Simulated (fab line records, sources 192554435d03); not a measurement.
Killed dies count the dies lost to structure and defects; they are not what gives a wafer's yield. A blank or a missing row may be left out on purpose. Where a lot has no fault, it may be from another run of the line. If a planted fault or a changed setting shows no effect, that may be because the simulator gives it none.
A struck lot beside a sound one :: flow n5Finfet :: 16 steps out of a route of 1938
Sound: these wafers, L393.1, L393.3, L393.4. Struck: wafer L401.5 (L401.1, L401.4, from the same lot, were not struck and are left out); the cause is given at the end.
For every step that has rows: the tool of each side, followed by ch and its chambers, followed by its first start. Under that, the readings that differ: sound wafers :: struck wafers :: difference of the means :: sigmas: that difference in standard deviations of wafers without a fault.
alike: same words and numbers on both sides, and readings whose means sit less than 2 such deviations apart. not compared: any withheld reading, any reading some wafer has no value for, any bound like >300 that may hide the same value, and any number with overlapping values for which the record gives no deviation.
The two part at a step that has a row with sigmas, a row that says differs or no value, or rows on one side only. Numbers that don't overlap but have no deviation are shown without sigmas and don't part them. A reading that every wafer of one side lacks parts them only if that side has two wafers or more.

first, 9 steps without rows for these wafers: N5_BEOL_M3_COAT_67 (time 60 s, resist thk 60 nm); N5_BEOL_M3_COAT_68 (time 60 s, resist thk 12 nm); N5_BEOL_M3_COAT_76 (time 60 s, resist thk 5 nm); N5_BEOL_M3_COAT_22 (resist thk 30 nm); N5_BEOL_M3_EBR_24; N5_BEOL_M3_SOFTBAKE_23 (time 60 s); N5_BEOL_M3_EXPOSE_25 (exposes mask V2, defocus 5 nm); N5_BEOL_M3_PEB_26 (peb time 60 s); N5_BEOL_M3_DEVELOP_27 (develop time 30 s).
N5_BEOL_M3_CD_MEAS_28: target cd 25.7 nm, target cd y 23.3 nm.
  sound on cdSem-03 ch 0, day 7 09:02; struck on cdSem-03 ch 0, day 9 18:46
  alike: cdNm
N5_BEOL_M3_OVL_MEAS_29:
  sound on overlay-01 ch 0, day 7 09:04; struck on overlay-01 ch 0, day 9 18:47
  alike: V2_OVL
N5_BEOL_M3_INSPECT_30: inspects for defects (brightfield).
  sound on defectInspect-02, day 7 09:08; struck on defectInspect-02, day 9 18:51
reading: rawDefectCount
sound: 271 285 391
struck: 511
difference: +195
sigmas: +2
N5_BEOL_M3_DESCUM_33: chemistry O2, time 7 s.
  sound on rieDiel-03 ch 1,2,3, day 7 09:10; struck on rieDiel-04 ch 0, day 9 18:53
reading: model.CAR-EUV_of_BEOL_M3_COAT_22.thkNm (nm)
sound: 26.2 26 26
struck: 25.2
difference: -0.9
sigmas: 
  alike: drypumpMotorCurrentA, o2FlowSccm, oesProductAu, rfVppV, showerheadPlenumPTorr, throttleValvePct
  not compared: rfHoursCounterH
N5_BEOL_M3_ETCH_77: etches underlayer in N2/H2, target depth 6.5 nm, time 5.2 s.
  sound on rieDiel-03 ch 1,2,3, day 7 09:12; struck on rieDiel-04 ch 0, day 9 18:55
  alike: drypumpMotorCurrentA, etchRfOnTimeS, oesProductAu, rfVppV, showerheadPlenumPTorr, throttleValvePct
  not compared: rfHoursCounterH
N5_BEOL_M4_RC_MEAS_101:
  sound on prober-01 ch 0, day 8 07:18; struck on prober-02 ch 0, day 10 21:19
reading: DIBL_N (mV/V)
sound: 36.5 37.5 36.2
struck: 33.0
difference: -3.7
sigmas: -2

reading: ION_P (uA/um)
sound: 457 471 464
struck: 448
difference: -16
sigmas: -2

reading: VT_N (mV)
sound: 249 243 246
struck: 253
difference: +7
sigmas: +2

reading: VT_P (mV)
sound: -249 -252 -253
struck: -261
difference: -10
sigmas: -3
  alike: DIBL_P, IOFF_N, IOFF_P, ION_N, SS_N, SS_P
-- the record jumps here: 4 days lie between the struck wafers' starts before and after (it left off in module BEOL_M4 and takes up again in module PASSIVATION, whose first step shown is number 1936 of the route) --
N5_PASSIVATION_PROBE_49:
  sound on prober-02, day 13 10:38; struck on prober-02, day 15 07:46
  alike: defectLimitedYield, killed_at_M0_to_M3, killed_at_M4_up, killedAtContacts, killedAtFrontEnd, killedAtOther, killedDies, killedOpen, killedShort, sort_bin_5_function, sort_bin_6_memory, sort_bin_8_speed, sortNPass, sortYieldPct

WHERE THEY PART
At N5_BEOL_M3_INSPECT_30 first; at N5_BEOL_M4_RC_MEAS_101 last (within this record only). Later steps at which nothing parts them and some readings are alike: N5_PASSIVATION_PROBE_49.

WHY: whatever the simulator had introduced
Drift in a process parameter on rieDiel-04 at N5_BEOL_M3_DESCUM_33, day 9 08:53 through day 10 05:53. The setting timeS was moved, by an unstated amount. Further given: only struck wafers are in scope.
